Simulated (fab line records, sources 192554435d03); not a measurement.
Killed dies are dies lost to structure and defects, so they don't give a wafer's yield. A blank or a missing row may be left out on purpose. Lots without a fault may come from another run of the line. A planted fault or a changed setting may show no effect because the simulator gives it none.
Split-lot experiment | flow n5_finfet | 7 lots, 21 wafers read, on a route of 1938 steps

THE SPLIT
At N5_DUMMY_GATE_COAT_28 (time 60 s, resist thk 10 nm), the setting spin_rpm was moved away from the recipe's 1500 rpm on 6 of the 21 wafers read, by -6.7% to +7.1%. The other wafers ran this setting at the recipe's value.

The reading is taken at the split's own step.

THE READING
underlayer_of_DUMMY_GATE_COAT_28.thk_nm (the simulator's own value, which no gauge read), in nm, at N5_DUMMY_GATE_COAT_28 (time 60 s, resist thk 10 nm). The file gives no usual value for it.

wafer  | tool, chamber at the split | spin_rpm as run, rpm | against the recipe | underlayer_of_DUMMY_GATE_COAT_28.thk_nm, nm | against lot-mates on the recipe
L078.1 | litho_track-05, 0          | 1500                 | recipe             | 10                                          | -
L078.3 | litho_track-05, 0          | 1607                 | +7.1%              | 9.6                                         | -0.4
L078.4 | litho_track-05, 0          | 1607                 | +7.1%              | 9.6                                         | -0.4
L079.2 | litho_track-02, 0          | 1500                 | recipe             | 10                                          | -
L079.5 | litho_track-02, 0          | 1500                 | recipe             | 10                                          | -
L079.6 | litho_track-02, 0          | 1500                 | recipe             | 10                                          | -
L081.3 | litho_track-02, 0          | 1500                 | recipe             | 10                                          | -
L081.5 | litho_track-02, 0          | 1500                 | recipe             | 10                                          | -
L081.6 | litho_track-02, 0          | 1500                 | recipe             | 10                                          | -
L083.3 | litho_track-01, 0          | 1443                 | -3.8%              | 10.2                                        | +0.2
L083.4 | litho_track-01, 0          | 1443                 | -3.8%              | 10.2                                        | +0.2
L083.5 | litho_track-01, 0          | 1500                 | recipe             | 10                                          | -
L085.3 | litho_track-02, 0          | 1500                 | recipe             | 10                                          | -
L085.4 | litho_track-02, 0          | 1500                 | recipe             | 10                                          | -
L085.5 | litho_track-02, 0          | 1500                 | recipe             | 10                                          | -
L090.1 | litho_track-05, 0          | 1500                 | recipe             | 10                                          | -
L090.3 | litho_track-05, 0          | 1500                 | recipe             | 10                                          | -
L090.4 | litho_track-05, 0          | 1500                 | recipe             | 10                                          | -
L095.4 | litho_track-02, 0          | 1400                 | -6.7%              | 10.4                                        | +0.4
L095.5 | litho_track-02, 0          | 1400                 | -6.7%              | 10.4                                        | +0.4
L095.6 | litho_track-02, 0          | 1500                 | recipe             | 10                                          | -

THE FIT
A straight line over all 21 wafers: underlayer_of_DUMMY_GATE_COAT_28.thk_nm changes by -0.0572 nm for each +1% of spin_rpm; r = -1.00; the points scatter about the line by 0.0086 nm.
The same after taking each lot's own level away (the mean of its wafers on the recipe; 21 wafers): -0.0572 nm for each +1%; r = -1.00; scatter 0.0086 nm.
On that fit, the largest move of spin_rpm shifts the reading by 0.41 nm.
The lots' own levels span 10.00 to 10.00 nm.
So the lot-to-lot level changes the slope little: the two slopes agree.
Check: with one of the wafers moved furthest among these (+7.1%) left out of the fit, the line predicts -0.41 nm for it against its lot-mates. It came out at -0.4 nm against them.

OTHER SPLITS ON THESE WAFERS
These wafers also went through other splits before the reading. Each is held against what the fit with the lots' levels taken away leaves over:
other split on the same wafers | wafers away from the commonest value | r with underlayer_of_DUMMY_GATE_COAT_28.thk_nm (lot level and that fit taken away)
N5_FIN_CUT_COAT_18 spin_rpm    | 5                                    | +0.17
N5_FIN_CUT_EXPOSE_05 dose_mj   | 6                                    | -0.37

THE FILE'S OWN FIT
underlayer_of_DUMMY_GATE_COAT_28.thk_nm changes by -0.0572 nm for each +1% of spin_rpm, r = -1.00.
